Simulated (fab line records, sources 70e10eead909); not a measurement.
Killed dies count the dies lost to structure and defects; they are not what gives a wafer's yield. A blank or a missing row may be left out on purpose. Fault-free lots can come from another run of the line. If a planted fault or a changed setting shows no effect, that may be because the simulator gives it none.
fab line records	flow nandHarc
record: lots: 24	wafers: 72	lastDay: 33
route steps=1302 shown P_GATE@146 P_CONTACT@234 P_M0@263
lots with no fault: from the same line, run without faults
startH: the number of hours between the record's first day and the start of the first shown wafer of the lot	waitH: hours elapsed since this lot's preceding step	" same as the row above	L1.1+2: a row that stands for several wafers	- no value present, or no start provided	* or withheld: withheld	< > ~ a bound
route shown NAME@n: names a module that has steps shown in the file, with the first one's number in the route	usual: mean/standard deviation of fault-free wafers	same: alike in all rows	chamber/n: place in a boat	sites: each site's reading	_std_site: the values' standard deviation	_edge_site: mean of outer sites minus mean of inner sites	radiusMm: how far each site lies from the wafer's centre	mask NAME#n: copy n	behind: the tool/chamber that last shaped the wafer	hold: why the lot was held/for how many hours/how that ended	device: whichever transistor did not switch (one of n, p or np)	end of line: tests of these same wafers at the route's end	for a step that has no rows: nothing shown but its recipe	killed: dies lost to structure and defects at the first sort, not the wafer's yield	map: dies across one wafer; x = killed, . = not, _ = none there
set.NAME: the setting as run; set.NAME@STEP: as run at that earlier step	model.NAME: the simulator's own value behind a step, which no gauge read
the route's steps for a sample of lots (tables are steps, rows are wafers)
services: the hour from which a tool's chamber was out of use, counted from the record's first day as startH (under 0 if before that day), plus the number of hours and why
== steps ==
step: NHARC_P_GATE_HM_OPEN_105
recipe: targetDepthA: 3600	o2FlowSccm: 400	cosFlowSccm: 20	arFlowSccm: 0	rfW: 500	biasW: 300	chemistry: O2/COS
usual: drypumpMotorCurrentA: 5.8/0.45	oesProductAu: 1.000/0.0072	rfVppV: 467.7/3	showerheadPlenumPTorr: 3.15/0.14	throttleValvePct: 28.331/0.0096
lot.wafer	tool	chamber	startH	waitH	drypumpMotorCurrentA	oesProductAu	rfHoursCounterH	rfVppV	showerheadPlenumPTorr	throttleValvePct
L074.1	rieDiel-03	1	-	-	5.7	0.996	8	462.7	2.92	28.320
L074.3	"	2	"	"	6.6	1.002	9	470.9	3.35	28.315
L074.6	"	1	"	"	5.6	0.993	-	462.3	2.92	28.334
L075.4	rieDiel-07	3	-	-	6.0	1.005	9	469.2	3.19	28.319
L075.2	"	0	"	"	6.3	0.990	9	467.4	3.10	28.324
L075.3	"	1	"	"	5.6	1.001	10	464.1	3.01	28.352
L076.3	rieDiel-07	1	-	-	5.6	0.982	10	465.0	3.01	28.336
L076.1	"	2	"	"	5.4	0.990	10	465.1	3.02	28.329
L076.2	"	3	"	"	6.0	1.001	9	468.3	3.19	28.342
L077.4	rieDiel-07	1	-	-	5.6	0.997	0	464.8	3.01	28.322
L077.1	"	3	"	"	6.0	1.000	0	469.2	3.19	28.326
L077.5	"	1	"	"	5.5	0.993	-	466.1	3.01	28.325
L078.3	rieDiel-03	0	-	-	5.5	0.994	2	464.2	3.04	28.314
L078.2	"	2	"	"	6.6	1.002	2	471.6	3.35	28.354
L078.5	"	1	"	"	5.6	1.006	-	463.5	2.92	28.329
L079.2	rieDiel-05	3	-	-	6.0	1.000	4	470.4	3.26	28.316
L079.3	"	1	"	"	5.7	1.014	5	469.2	3.29	28.347
L079.5	"	3	"	"	6.0	1.006	-	469.7	3.26	28.330
L080.2	rieDiel-07	1	-	-	5.6	1.003	1	464.0	3.01	28.340
L080.1	"	0	"	"	6.3	1.020	1	467.6	3.10	28.330
L080.5	"	2	"	"	5.4	1.011	-	464.8	3.02	28.335
L081.1	rieDiel-03	2	-	-	6.6	0.993	4	473.4	3.35	28.331
L081.2	"	0	"	"	5.5	1.000	4	464.5	3.03	28.338
L081.5	"	0	"	"	5.5	0.990	-	464.8	3.03	28.315
L082.4	rieDiel-05	1	-	-	5.7	1.003	8	470.8	3.28	28.328
L082.1	"	0	"	"	6.3	1.002	7	467.6	3.19	28.320
L082.6	"	1	"	"	5.7	1.007	-	470.0	3.28	28.327
L083.3	rieDiel-03	0	-	-	5.5	0.998	5	465.9	3.03	28.321
L083.2	"	2	"	"	6.6	0.980	5	472.0	3.34	28.324
L083.6	"	2	"	"	6.6	0.995	-	472.4	3.34	28.327
L084.1	rieDiel-05	3	-	-	6.0	1.006	8	469.0	3.26	28.327
L084.4	"	0	"	"	6.3	1.014	9	468.6	3.19	28.321
L084.5	"	3	"	"	5.9	1.001	-	469.4	3.26	28.338
L085.2	rieDiel-05	3	-	-	6.0	1.008	8	469.5	3.26	28.322
L085.5	"	0	"	"	6.3	0.997	-	469.3	3.19	28.335
L085.6	"	1	"	"	5.7	1.014	-	470.5	3.28	28.327
L086.2	rieDiel-07	0	-	-	6.3	1.007	4	467.0	3.10	28.327
L086.4	"	1	"	"	5.6	0.992	5	464.7	3.01	28.328
L086.5	"	0	"	"	6.2	0.994	-	467.5	3.10	28.351
L087.4	rieDiel-05	1	-	-	5.7	1.007	12	470.3	3.28	28.328
L087.3	"	2	"	"	5.1	0.985	10	470.0	3.34	28.314
L087.2	"	0	"	"	6.4	1.008	11	467.3	3.19	28.330
L089.1	rieDiel-05	2	-	-	5.1	0.994	2	471.1	3.34	28.332
L089.4	"	3	"	"	6.0	0.995	2	469.6	3.26	28.325
L089.3	"	1	"	"	5.7	0.993	1	471.1	3.28	28.328
L088.4	rieDiel-07	3	-	-	6.0	1.009	5	468.4	3.19	28.331
L088.3	"	1	"	"	5.5	0.990	7	464.3	3.01	28.329
L088.6	"	3	"	"	6.0	1.007	-	466.9	3.19	28.326
L091.1	rieDiel-03	3	-	-	5.3	0.998	4	466.0	3.04	28.325
L091.4	"	0	"	"	5.5	0.991	12	463.7	3.03	28.333
L091.3	"	1	"	"	5.7	1.001	11	462.3	2.92	28.329
L090.4	rieDiel-07	1	-	-	5.6	0.984	8	464.3	3.01	28.339
L090.6	"	3	"	"	6.0	0.998	-	468.7	3.19	28.320
L090.5	"	0	"	"	6.3	0.997	-	466.8	3.10	28.353
L092.2	rieDiel-07	2	-	-	5.4	0.992	8	466.0	3.02	28.332
L092.4	"	0	"	"	6.3	0.993	-	466.5	3.10	28.335
L092.6	"	2	"	"	5.4	1.004	-	466.7	3.02	28.346
L094.2	rieDiel-05	3	-	-	6.0	1.002	5	470.9	3.26	28.355
L094.6	"	3	"	"	6.0	1.006	-	470.0	3.26	28.342
L094.5	"	0	"	"	6.3	0.997	-	469.5	3.19	28.327
L095.1	rieDiel-03	0	-	-	5.5	0.992	1	464.6	3.03	28.342
L095.4	"	2	"	"	6.6	1.003	0	472.3	3.34	28.319
L095.5	"	3	"	"	5.3	1.004	-	466.1	3.04	28.336
L093.1	rieDiel-03	0	-	-	5.5	0.994	1	465.8	3.03	28.334
L093.6	"	1	"	"	5.6	0.993	-	463.0	2.92	28.335
L093.5	"	2	"	"	6.6	1.009	-	471.6	3.34	28.321
L096.1	rieDiel-05	1	-	-	5.7	0.999	6	470.3	3.28	28.326
L096.6	"	1	"	"	5.7	0.989	-	470.7	3.28	28.338
L096.5	"	2	"	"	5.1	0.999	-	471.7	3.34	28.332
L097.2	rieDiel-07	0	-	-	6.2	1.004	1	466.4	3.09	28.339
L097.1	"	3	"	"	6.0	1.009	2	468.4	3.19	28.327
L097.6	"	1	"	"	5.6	0.996	-	464.2	3.01	28.331
step: NHARC_P_GATE_STRIP_75
recipe: powerW: 1500	tempC: 250	chemistry: O2
usual: drypumpMotorCurrentA: 5.5/0.62	heaterPowerW: 335/20
lot.wafer	tool	chamber	startH	waitH	drypumpMotorCurrentA	heaterPowerW	rfHoursCounterH
L074.1	plasmaAsher-02	0	106.25	0.2	5.5	360	5
L074.3	"	1	"	"	5.1	326	-
L074.6	"	1	"	"	5.2	323	-
L075.2	plasmaAsher-02	1	119.03	0.3	5.1	326	8
L075.4	"	1	"	"	5.2	325	-
L075.3	"	0	"	"	5.5	375	-
L076.1	plasmaAsher-02	1	129.74	0.2	5.2	330	10
L076.2	"	0	"	"	5.5	354	10
L076.3	"	1	"	"	5.2	320	-
L077.1	plasmaAsher-01	0	142.85	0.3	4.9	346	31
L077.4	"	0	"	"	4.9	355	-
L077.5	"	1	"	"	6.5	309	-
L078.2	plasmaAsher-01	1	147.25	0.2	6.5	312	33
L078.3	"	1	"	"	6.5	312	-
L078.5	"	0	"	"	4.9	347	-
L079.2	plasmaAsher-02	0	159.63	0.2	5.5	352	17
L079.3	"	0	"	"	5.5	358	-
L079.5	"	1	"	"	5.2	325	-
L080.1	plasmaAsher-02	1	168.49	0.3	5.2	328	18
L080.2	"	0	"	"	5.5	363	18
L080.5	"	1	"	"	5.2	311	-
L081.2	plasmaAsher-01	0	179.36	0.3	5.0	343	2
L081.1	"	1	"	"	6.5	313	2
L081.5	"	1	"	"	6.5	310	-
L082.1	plasmaAsher-01	0	192.01	0.9	4.9	342	4
L082.4	"	1	"	"	6.5	308	-
L082.6	"	0	"	"	4.9	362	-
L083.2	plasmaAsher-02	1	196.28	0.2	5.1	328	27
L083.3	"	0	"	"	5.5	352	-
L083.6	"	0	"	"	5.4	359	-
L084.1	plasmaAsher-02	0	213.77	0.2	5.5	368	28
L084.4	"	1	"	"	5.2	325	-
L084.5	"	1	"	"	5.2	327	-
L085.2	plasmaAsher-01	0	220.05	0.3	4.9	342	9
L085.6	"	0	"	"	4.9	349	-
L085.5	"	1	"	"	6.5	312	-
L086.2	plasmaAsher-01	0	234.41	0.2	4.9	342	12
L086.4	"	1	"	"	6.5	311	-
L086.5	"	0	"	"	4.9	339	-
L087.2	plasmaAsher-01	0	235.56	0.2	4.9	342	13
L087.3	"	1	"	"	6.5	309	-
L087.4	"	0	"	"	4.9	342	-
L089.1	plasmaAsher-01	0	264.59	0.3	4.9	345	18
L089.4	"	0	"	"	4.9	341	-
L089.3	"	1	"	"	6.5	318	-
L088.3	plasmaAsher-01	0	265.55	0.2	4.9	339	-
L088.4	"	1	"	"	6.5	314	-
L088.6	"	1	"	"	6.5	314	-
L091.1	plasmaAsher-01	0	284.00	0.3	4.9	348	24
L091.4	"	0	"	"	4.9	347	-
L091.3	"	1	"	"	6.5	325	-
L090.4	plasmaAsher-02	0	284.60	0.2	5.5	361	-
L090.5	"	0	"	"	5.5	362	-
L090.6	"	1	"	"	5.1	312	-
L092.2	plasmaAsher-01	0	300.24	0.2	4.9	343	28
L092.4	"	1	"	"	6.5	315	-
L092.6	"	0	"	"	4.9	345	-
L094.2	plasmaAsher-01	0	311.78	0.2	4.9	346	30
L094.5	"	1	"	"	6.5	316	-
L094.6	"	0	"	"	4.9	340	-
L095.1	plasmaAsher-02	1	311.95	0.3	5.2	304	8
L095.4	"	1	"	"	5.2	314	-
L095.5	"	1	"	"	5.2	312	-
L093.1	plasmaAsher-02	1	317.97	0.2	5.1	324	11
L093.6	"	0	"	"	5.5	368	-
L093.5	"	1	"	"	5.2	311	-
L096.1	plasmaAsher-02	1	326.61	0.2	5.2	323	13
L096.6	"	0	"	"	5.5	365	-
L096.5	"	1	"	"	5.2	316	-
L097.2	plasmaAsher-01	1	338.54	0.3	6.5	312	37
L097.1	"	0	"	"	4.9	341	37
L097.6	"	0	"	"	4.9	345	-
step: NHARC_P_GATE_RTA_80
recipe: tempC: 300	timeS: 30
usual: lampPowerPct: 2.193/0.026	wafer_temp_C_max: 301.28/0.28
lot.wafer	tool	chamber	startH	waitH	lampPowerPct	wafer_temp_C_max
L074.1	rtpAnneal-01	0	111.21	-	2.156	301.32
L074.3	"	0	"	"	2.152	301.00
L074.6	"	0	"	"	2.154	301.44
L075.2	rtpAnneal-02	0	124.13	-	2.215	301.49
L075.3	"	0	"	"	2.218	301.38
L075.4	"	0	"	"	2.218	301.21
L076.1	rtpAnneal-02	0	134.82	-	2.212	301.05
L076.2	"	0	"	"	2.210	301.27
L076.3	"	0	"	"	2.209	301.16
L077.1	rtpAnneal-02	0	147.90	-	2.211	301.43
L077.4	"	0	"	"	2.210	300.84
L077.5	"	0	"	"	2.210	301.53
L078.2	rtpAnneal-02	0	152.39	-	2.209	301.53
L078.3	"	0	"	"	2.211	301.38
L078.5	"	0	"	"	2.208	301.28
L079.2	rtpAnneal-01	0	164.71	-	2.151	301.09
L079.3	"	0	"	"	2.153	300.96
L079.5	"	0	"	"	2.152	300.90
L080.1	rtpAnneal-01	0	173.55	-	2.157	301.43
L080.2	"	0	"	"	2.156	301.45
L080.5	"	0	"	"	2.153	301.11
L081.1	rtpAnneal-01	0	184.44	-	2.153	301.45
L081.2	"	0	"	"	2.153	301.00
L081.5	"	0	"	"	2.154	301.50
L082.1	rtpAnneal-01	0	197.13	-	2.159	300.85
L082.4	"	0	"	"	2.158	300.61
L082.6	"	0	"	"	2.155	300.91
L083.2	rtpAnneal-02	0	201.27	-	2.211	301.43
L083.3	"	0	"	"	2.207	301.68
L083.6	"	0	"	"	2.209	301.68
L084.1	rtpAnneal-02	0	218.86	-	2.214	301.32
L084.4	"	0	"	"	2.212	301.29
L084.5	"	0	"	"	2.214	301.06
L085.2	rtpAnneal-02	0	225.09	-	2.208	301.21
L085.5	"	0	"	"	2.208	301.47
L085.6	"	0	"	"	2.207	301.40
L086.2	rtpAnneal-02	0	239.47	-	2.210	301.14
L086.4	"	0	"	"	2.209	302.26
L086.5	"	0	"	"	2.214	301.52
L087.2	rtpAnneal-01	0	240.77	-	2.153	301.20
L087.3	"	0	"	"	2.152	301.07
L087.4	"	0	"	"	2.151	301.25
L089.1	rtpAnneal-02	0	269.46	-	2.213	301.01
L089.3	"	0	"	"	2.215	300.92
L089.4	"	0	"	"	2.216	300.90
L088.3	rtpAnneal-01	0	270.63	-	2.158	301.30
L088.4	"	0	"	"	2.162	301.31
L088.6	"	0	"	"	2.160	301.02
L091.1	rtpAnneal-02	0	289.07	-	2.211	301.51
L091.3	"	0	"	"	2.211	301.90
L091.4	"	0	"	"	2.211	301.35
L090.4	rtpAnneal-02	0	289.93	-	2.208	300.93
L090.5	"	0	"	"	2.209	300.73
L090.6	"	0	"	"	2.210	301.25
L092.2	rtpAnneal-02	0	305.50	-	2.211	301.18
L092.4	"	0	"	"	2.210	301.19
L092.6	"	0	"	"	2.210	301.35
L094.2	rtpAnneal-01	0	316.75	-	2.161	301.06
L094.5	"	0	"	"	2.160	301.11
L094.6	"	0	"	"	2.163	301.74
L095.1	rtpAnneal-02	0	317.67	-	2.211	301.51
L095.4	"	0	"	"	2.210	301.16
L095.5	"	0	"	"	2.216	301.19
L093.1	rtpAnneal-02	0	322.93	-	2.205	301.65
L093.5	"	0	"	"	2.211	301.71
L093.6	"	0	"	"	2.211	301.13
L096.1	rtpAnneal-02	0	331.53	-	2.211	301.38
L096.5	"	0	"	"	2.210	301.10
L096.6	"	0	"	"	2.209	300.83
L097.1	rtpAnneal-02	0	343.49	-	2.212	301.28
L097.2	"	0	"	"	2.214	300.90
L097.6	"	0	"	"	2.214	301.53
step: NHARC_P_CONTACT_INSPECT_14
usual: rawDefectCount: 4.2/2.1
lot.wafer	tool	chamber	startH	waitH	rawDefectCount
L074.1	defectInspect-02	-	113.60	0.0	2
L074.3	"	-	"	"	3
L074.6	"	-	"	"	4
L075.2	defectInspect-02	-	126.49	0.0	2
L075.3	"	-	"	"	6
L075.4	"	-	"	"	5
L076.1	defectInspect-01	-	137.12	0.0	6
L076.2	"	-	"	"	8
L076.3	"	-	"	"	1
L077.1	defectInspect-01	-	150.17	0.0	4
L077.4	"	-	"	"	4
L077.5	"	-	"	"	9
L078.2	defectInspect-02	-	154.90	0.0	2
L078.3	"	-	"	"	4
L078.5	"	-	"	"	7
L079.2	defectInspect-02	-	167.09	0.0	6
L079.3	"	-	"	"	3
L079.5	"	-	"	"	4
L080.1	defectInspect-01	-	175.88	0.0	2
L080.2	"	-	"	"	8
L080.5	"	-	"	"	2
L081.1	defectInspect-01	-	187.07	0.0	5
L081.2	"	-	"	"	3
L081.5	"	-	"	"	6
L082.1	defectInspect-01	-	199.55	0.0	3
L082.4	"	-	"	"	4
L082.6	"	-	"	"	5
L083.2	defectInspect-01	-	203.55	0.0	1
L083.3	"	-	"	"	3
L083.6	"	-	"	"	5
L084.1	defectInspect-01	-	221.31	0.0	4
L084.4	"	-	"	"	2
L084.5	"	-	"	"	3
L085.2	defectInspect-02	-	227.31	0.0	3
L085.5	"	-	"	"	1
L085.6	"	-	"	"	5
L086.2	defectInspect-02	-	241.95	0.0	2
L086.4	"	-	"	"	3
L086.5	"	-	"	"	2
L087.2	defectInspect-02	-	243.26	0.0	4
L087.3	"	-	"	"	7
L087.4	"	-	"	"	4
L089.1	defectInspect-02	-	271.85	0.0	8
L089.3	"	-	"	"	4
L089.4	"	-	"	"	7
L088.3	defectInspect-02	-	272.97	0.0	3
L088.4	"	-	"	"	3
L088.6	"	-	"	"	3
L091.1	defectInspect-02	-	291.45	0.0	5
L091.3	"	-	"	"	4
L091.4	"	-	"	"	2
L090.4	defectInspect-02	-	292.24	0.0	2
L090.5	"	-	"	"	3
L090.6	"	-	"	"	8
L092.2	defectInspect-01	-	307.91	0.0	6
L092.4	"	-	"	"	5
L092.6	"	-	"	"	5
L094.2	defectInspect-02	-	319.22	0.0	3
L094.5	"	-	"	"	3
L094.6	"	-	"	"	7
L095.1	defectInspect-01	-	320.05	0.0	7
L095.4	"	-	"	"	7
L095.5	"	-	"	"	6
L093.1	defectInspect-01	-	325.19	0.0	5
L093.5	"	-	"	"	4
L093.6	"	-	"	"	3
L096.1	defectInspect-01	-	333.92	0.0	4
L096.5	"	-	"	"	3
L096.6	"	-	"	"	5
L097.1	defectInspect-02	-	345.88	0.0	3
L097.2	"	-	"	"	1
L097.6	"	-	"	"	5
step: NHARC_P_M0_CD_MEAS_09
recipe: targetCdNm: 90	landingEnergyEv: 500
usual: cdNm: 89.9/0.65
same: landingEnergyEv: 500
lot.wafer	tool	chamber	startH	waitH	cdNm
L074.1	cdSem-03	0	117.54	-	90.2
L074.3	"	0	"	"	90.3
L074.6	"	0	"	"	90.2
L075.2	cdSem-02	0	130.98	-	90.2
L075.3	"	0	"	"	89.9
L075.4	"	0	"	"	89.6
L076.1	cdSem-03	0	141.19	-	90.3
L076.2	"	0	"	"	90.5
L076.3	"	0	"	"	89.8
L077.1	cdSem-01	0	154.24	-	89.0
L077.4	"	0	"	"	89.7
L077.5	"	0	"	"	89.2
L078.2	cdSem-01	0	158.86	-	89.6
L078.3	"	0	"	"	89.5
L078.5	"	0	"	"	89.5
L079.2	cdSem-03	0	171.03	-	90.0
L079.3	"	0	"	"	89.9
L079.5	"	0	"	"	90.1
L080.1	cdSem-01	0	180.07	-	87.9
L080.2	"	0	"	"	89.8
L080.5	"	0	"	"	89.0
L081.1	cdSem-01	0	191.82	-	90.1
L081.2	"	0	"	"	90.6
L081.5	"	0	"	"	90.9
L082.1	cdSem-01	0	203.59	-	90.3
L082.4	"	0	"	"	89.4
L082.6	"	0	"	"	89.9
L083.2	cdSem-03	0	207.46	-	90.3
L083.3	"	0	"	"	90.8
L083.6	"	0	"	"	90.6
L084.1	cdSem-03	0	225.42	-	90.6
L084.4	"	0	"	"	90.5
L084.5	"	0	"	"	90.1
L085.2	cdSem-01	0	231.22	-	91.0
L085.5	"	0	"	"	90.4
L085.6	"	0	"	"	90.8
L086.2	cdSem-02	0	246.22	-	90.1
L086.4	"	0	"	"	89.4
L086.5	"	0	"	"	89.5
L087.2	cdSem-01	0	247.46	-	89.1
L087.3	"	0	"	"	89.3
L087.4	"	0	"	"	89.6
L089.1	cdSem-03	0	276.18	-	90.2
L089.3	"	0	"	"	90.1
L089.4	"	0	"	"	90.1
L088.3	cdSem-03	0	277.07	-	90.2
L088.4	"	0	"	"	89.9
L088.6	"	0	"	"	90.3
L091.1	cdSem-02	0	295.49	-	89.9
L091.3	"	0	"	"	89.6
L091.4	"	0	"	"	89.1
L090.4	cdSem-02	0	296.27	-	90.8
L090.5	"	0	"	"	90.6
L090.6	"	0	"	"	90.9
L092.2	cdSem-03	0	312.23	-	89.3
L092.4	"	0	"	"	89.1
L092.6	"	0	"	"	89.4
L094.2	cdSem-01	0	323.27	-	89.7
L094.5	"	0	"	"	89.0
L094.6	"	0	"	"	88.6
L095.1	cdSem-03	0	324.13	-	89.5
L095.4	"	0	"	"	90.3
L095.5	"	0	"	"	89.1
L093.1	cdSem-03	0	329.33	-	89.0
L093.5	"	0	"	"	89.7
L093.6	"	0	"	"	89.0
L096.1	cdSem-03	0	338.27	-	90.5
L096.5	"	0	"	"	91.2
L096.6	"	0	"	"	90.5
L097.1	cdSem-02	0	349.84	-	89.9
L097.2	"	0	"	"	89.8
L097.6	"	0	"	"	90.0
step: NHARC_P_M0_PRE_CLEAN_29
recipe: timeS: 30	tempC: 280	gas: H2/He
usual: heaterPowerW: 402/20
lot.wafer	tool	chamber	startH	waitH	heaterPowerW
L074.1	pvdSputter-01	-	-	-	404
L074.3	"	-	"	"	405
L074.6	"	-	"	"	409
L075.3	pvdSputter-03	-	-	-	382
L075.4	"	-	"	"	401
L075.2	"	-	"	"	384
L076.3	pvdSputter-01	-	-	-	367
L076.2	"	-	"	"	415
L076.1	"	-	"	"	402
L077.4	pvdSputter-03	-	-	-	414
L077.1	"	-	"	"	395
L077.5	"	-	"	"	413
L078.2	pvdSputter-03	-	-	-	391
L078.3	"	-	"	"	385
L078.5	"	-	"	"	396
L079.2	pvdSputter-02	-	-	-	430
L079.3	"	-	"	"	382
L079.5	"	-	"	"	437
L080.1	pvdSputter-01	-	-	-	367
L080.2	"	-	"	"	400
L080.5	"	-	"	"	403
L081.2	pvdSputter-02	-	-	-	440
L081.1	"	-	"	"	401
L081.5	"	-	"	"	409
L082.1	pvdSputter-03	-	-	-	384
L082.4	"	-	"	"	389
L082.6	"	-	"	"	379
L083.2	pvdSputter-02	-	-	-	444
L083.3	"	-	"	"	415
L083.6	"	-	"	"	414
L084.1	pvdSputter-02	-	-	-	428
L084.4	"	-	"	"	443
L084.5	"	-	"	"	422
L085.2	pvdSputter-02	-	-	-	444
L085.6	"	-	"	"	427
L085.5	"	-	"	"	400
L086.4	pvdSputter-01	-	-	-	381
L086.2	"	-	"	"	397
L086.5	"	-	"	"	385
L087.2	pvdSputter-02	-	-	-	414
L087.4	"	-	"	"	366
L087.3	"	-	"	"	449
L089.1	pvdSputter-01	-	-	-	403
L089.4	"	-	"	"	381
L089.3	"	-	"	"	400
L088.3	pvdSputter-02	-	-	-	417
L088.4	"	-	"	"	443
L088.6	"	-	"	"	386
L091.1	pvdSputter-03	-	-	-	412
L091.4	"	-	"	"	428
L091.3	"	-	"	"	397
L090.4	pvdSputter-02	-	-	-	423
L090.6	"	-	"	"	391
L090.5	"	-	"	"	406
L092.4	pvdSputter-03	-	-	-	398
L092.2	"	-	"	"	405
L092.6	"	-	"	"	407
L094.2	pvdSputter-03	-	-	-	407
L094.6	"	-	"	"	391
L094.5	"	-	"	"	418
L095.1	pvdSputter-01	-	-	-	371
L095.4	"	-	"	"	415
L095.5	"	-	"	"	400
L093.1	pvdSputter-02	-	-	-	407
L093.5	"	-	"	"	448
L093.6	"	-	"	"	399
L096.1	pvdSputter-02	-	-	-	444
L096.5	"	-	"	"	413
L096.6	"	-	"	"	444
L097.1	pvdSputter-01	-	-	-	383
L097.2	"	-	"	"	371
L097.6	"	-	"	"	383
== services ==
tool	chamber	startH	hours	kind
plasmaAsher-02	-	72.29	9.0	pm
pvdSputter-01	-	77.70	3.3	repair
rieDiel-03	0	85.52	17.3	repair
pvdSputter-02	-	104.11	10.0	pm
rieDiel-03	-	104.40	9.0	pm
rieDiel-07	-	117.20	9.0	pm
rieDiel-03	3	126.11	81.9	repair
rieDiel-05	-	130.95	1.1	repair
plasmaAsher-01	-	133.58	0.5	repair
rieDiel-07	2	133.93	11.8	repair
plasmaAsher-01	-	165.31	9.0	pm
pvdSputter-01	-	182.99	2.2	repair
pvdSputter-01	-	192.31	41.4	repair
rieDiel-07	3	199.32	8.3	repair
rieDiel-05	-	229.60	9.0	pm
plasmaAsher-02	-	249.29	9.0	pm
rieDiel-05	2	257.82	16.8	repair
rieDiel-07	2	260.33	5.0	repair
plasmaAsher-02	-	263.96	8.2	repair
rieDiel-07	1	274.83	37.0	repair
pvdSputter-02	-	279.16	7.2	repair
pvdSputter-02	-	286.37	10.0	pm
rieDiel-07	-	294.20	9.0	pm
rieDiel-05	3	302.40	5.9	repair
== key ==
fault none
